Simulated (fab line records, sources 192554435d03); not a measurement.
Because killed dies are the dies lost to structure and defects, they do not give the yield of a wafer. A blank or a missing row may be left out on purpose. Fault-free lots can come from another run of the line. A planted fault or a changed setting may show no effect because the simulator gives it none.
The tool behind it: which one? -- flow n5 finfet -- 36 wafers from 12 lots sampled at 2 of the route's 1938 steps

== WHAT EACH GAUGE READ, for each wafer ==
N5_BEOL_M13_CD_MEAS_17: the cd target is 190 nm.
lot,measured,on,cd nm (nm)
L077,day 11 05:11,cd sem-03,189.4 190.3 192.0
L076,day 11 13:13,cd sem-02,191.1 191.7 191.6
L081,day 12 01:44,cd sem-01,191.1 189.3 191.1
L079,day 12 06:27,cd sem-01,191.2 189.9 189.9
L083,day 13 01:22,cd sem-03,191.8 192.3 192.4
L084,day 13 17:00,cd sem-02,189.8 190.3 192.5
L088,day 13 22:10,cd sem-02,192.1 192.8 191.7
L089,day 14 10:49,cd sem-01,193.7 192.9 191.5
L090,day 14 21:17,cd sem-03,190.9 189.4 190.6
L093,day 15 15:49,cd sem-02,188.2 190.4 187.5
L095,day 16 14:23,cd sem-01,189.3 189.1 189.7
L097,day 16 18:43,cd sem-01,190.9 190.7 190.4

== WHICH TOOL RAN EACH LOT (tool, then ch and the chambers of the sampled wafers, then the start) ==
lot,N5_BEOL_M13_VIA_ETCH_16
L077,"rie diel-06 ch 0,2,3, day 11 04:47"
L076,"rie diel-01 ch 0,1, day 11 12:46"
L081,"rie diel-06 ch 1,3, day 12 01:18"
L079,"rie diel-03 ch 0,3, day 12 06:01"
L083,"rie diel-01 ch 1,2, day 13 00:55"
L084,"rie diel-01 ch 1,2,3, day 13 16:31"
L088,"rie diel-01 ch 0,1,3, day 13 21:41"
L089,"rie diel-01 ch 1,2, day 14 10:19"
L090,"rie diel-01 ch 1,2, day 14 20:50"
L093,"rie diel-01 ch 0,1,3, day 15 15:22"
L095,"rie diel-01 ch 1,3, day 16 13:57"
L097,"rie diel-03 ch 0,2,3, day 16 18:23"
- N5_BEOL_M13_VIA_ETCH_16: etches SiOC in C4F8/O2/Ar, target depth 921.7 nm.

== THE ANSWER, worked out from the rows above alone ==
Rule: usual is defined by the lots themselves. Put in order of their means at a reading, lots are off if they are a third of the lots or fewer, leave a main group of 4 or more, and stand apart from it by a gap of 3 or more times the standard deviation of the main group's means; of several such gaps the widest counts. The tables above print the reading to a certain number of digits; a main group whose means all agree to those digits is not used. Also off: a lot with no number at a reading for which 4 or more lots have one. Any other lot the step has rows for is counted as sound.
No lot is off at any reading shown: from this, nothing can be told.

== WHAT THE SIMULATOR HAD INSERTED ==
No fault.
